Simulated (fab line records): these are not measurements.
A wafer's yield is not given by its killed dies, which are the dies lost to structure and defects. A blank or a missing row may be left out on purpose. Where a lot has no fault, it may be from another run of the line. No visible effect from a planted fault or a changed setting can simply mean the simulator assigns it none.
A struck lot beside a sound one	flow n5 finfet	24 steps out of a route of 1938
Sound: wafers L603.3, L603.4, L603.5. Struck: wafers L610.4, L610.5, L610.6. The cause is named last.
At each step with rows: each side's tool, then ch and its chambers, then its first start. Under that, the readings that differ: sound wafers	struck wafers	difference of the means	sigmas: that difference in standard deviations of wafers without a fault.
alike: readings with means less than 2 such deviations apart, plus words and numbers identical on both sides. not compared: withheld readings, readings lacking a value on some wafer, bounds such as >300 that could conceal the same value, and numbers that have no deviation in the record and whose values overlap.
The two part at a step that has a row with sigmas, a row that says differs or no value, or rows on one side only. Non-overlapping numbers with no deviation appear without sigmas and do not part them. A reading missing from all wafers of one side parts the sides only when that side holds two or more wafers.

first, 1 step without rows for these wafers: N5_BEOL_M4_DEP_57 (deposits SiCN from 3MS/NH3, target thk 8 nm, time 14 s).
N5_BEOL_M4_RS_MEAS_58: measurement is done with a four-point probe.
  sound: film metro-02 at day 9 08:28; struck: film metro-02 at day 11 10:59
  alike: M4_RS
N5_BEOL_M4_INSPECT_59: inspects for defects (darkfield).
  sound: defect inspect-01 at day 9 08:29; struck: defect inspect-02 at day 11 11:01
  alike: raw defect count
N5_BEOL_M4_RC_MEAS_101:
  sound on prober-01 ch 0, day 9 08:49; struck on prober-02 ch 0, day 11 11:31
  alike: DIBL_N, DIBL_P, IOFF_N, IOFF_P, ION_N, ION_P, SS_N, SS_P, VT_N, VT_P
N5_BEOL_M5_ILD_DEP_00: deposits SiCOH lowk from DEMS/porogen, target thk 140.64 nm, time 25.9 s.
  sound on pecvd-03 ch 0,1, day 9 09:29; struck on pecvd-04 ch 0,1,2, day 11 12:01
  alike: chamber pressure Torr, heater power w, showerhead plenum p Torr, throttle valve pct
N5_BEOL_M5_CURE_79: cures SiCOH lowk, time 240 s.
  sound on uv cure-03 ch 0, day 9 09:42; struck on uv cure-03 ch 2, day 11 12:33
  alike: lamp power pct, wafer_temp_C_max
N5_BEOL_M5_THK_MEAS_01:
  sound: film metro-02 at day 9 10:04; struck: film metro-01 at day 11 13:04
  alike: M5_ILD_THK
N5_BEOL_M5_PECVD_70: deposits SiO2 from TEOS/O2, target thk 16 nm, time 18 s.
  sound on pecvd-04 ch 0,1, day 9 10:05; struck on pecvd-04 ch 0,1,2, day 11 13:07
  alike: chamber pressure Torr, heater power w, showerhead plenum p Torr, throttle valve pct
N5_BEOL_M5_HM_DEP_02: deposits TiN, target thk 20 nm.
  sound: pvd sputter-03 at day 9 10:16; struck: pvd sputter-02 at day 11 15:04
  alike: throttle valve pct
then, 3 steps without rows for these wafers: N5_BEOL_M5_COAT_59 (time 60 s, resist thk 60 nm); N5_BEOL_M5_COAT_60 (time 60 s, resist thk 12 nm); N5_BEOL_M5_COAT_71 (time 60 s, resist thk 5 nm).
N5_BEOL_M5_COAT_05: resist thk 30 nm.
  sound on litho track-05 ch 0, day 9 10:25; struck on litho track-04 ch 0, day 11 15:13
reading	sound	struck	difference	sigmas
spin speed rpm (rpm)	1500.5 1500.4 1501.0	1283.8 1285.2 1286.7	-215.4	-99 or more
model.CAR-EUV_of_BEOL_M5_COAT_05.thk nm (nm)	30 30 30	32.4 32.4 32.4	+2.4	
then, 5 steps without rows for these wafers: N5_BEOL_M5_EBR_07; N5_BEOL_M5_SOFTBAKE_06 (time 60 s); N5_BEOL_M5_EXPOSE_08 (exposes mask M5, target cd 28 nm); N5_BEOL_M5_PEB_09 (peb time 60 s); N5_BEOL_M5_DEVELOP_10 (develop time 30 s).
N5_BEOL_M5_CD_MEAS_11 targets a cd of 27.74 nm.
  sound on cd sem-01 ch 0, day 9 10:47; struck on cd sem-03 ch 0, day 11 15:35
  alike: cd nm
N5_BEOL_M5_OVL_MEAS_12:
  sound on overlay-01 ch 0, day 9 10:50; struck on overlay-01 ch 0, day 11 15:38
  alike: M5_OVL
N5_BEOL_M5_INSPECT_13: inspects for defects (brightfield).
  sound: defect inspect-02 at day 9 10:53; struck: defect inspect-02 at day 11 15:41
  alike: raw defect count
N5_BEOL_M5_DESCUM_16: chemistry O2, time 7 s.
  sound on rie diel-06 ch 0,1,3, day 9 10:55; struck on rie diel-06 ch 0,1, day 11 16:04
reading	sound	struck	difference	sigmas
model.CAR-EUV_of_BEOL_M5_COAT_05.thk nm (nm)	26.2 26.2 26	28.4 28.6 28.4	+2.3	
  alike: drypump motor current A, oes product au, rf vpp V, showerhead plenum p Torr, throttle valve pct
  not compared: rf hours counter h
N5_BEOL_M5_ETCH_72: etches underlayer in N2/H2, target depth 6.5 nm, time 5.2 s.
  sound on rie diel-06 ch 0,1,3, day 9 10:57; struck on rie diel-06 ch 0,1, day 11 16:06
  alike: drypump motor current A, etch rf on time s, oes product au, rf vpp V, showerhead plenum p Torr, throttle valve pct
  not compared: rf hours counter h
next, for these wafers, 1 step has no rows: N5_PASSIVATION_PROBE_49.

WHERE THEY PART
Only at N5_BEOL_M5_COAT_05, as far as this record shows. Later steps at which nothing parts them and some readings are alike: N5_BEOL_M5_CD_MEAS_11, N5_BEOL_M5_OVL_MEAS_12, N5_BEOL_M5_INSPECT_13, N5_BEOL_M5_DESCUM_16, N5_BEOL_M5_ETCH_72.

WHY: whatever the simulator had introduced
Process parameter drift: litho track-04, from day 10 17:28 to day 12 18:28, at N5_BEOL_M5_COAT_05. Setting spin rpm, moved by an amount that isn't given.
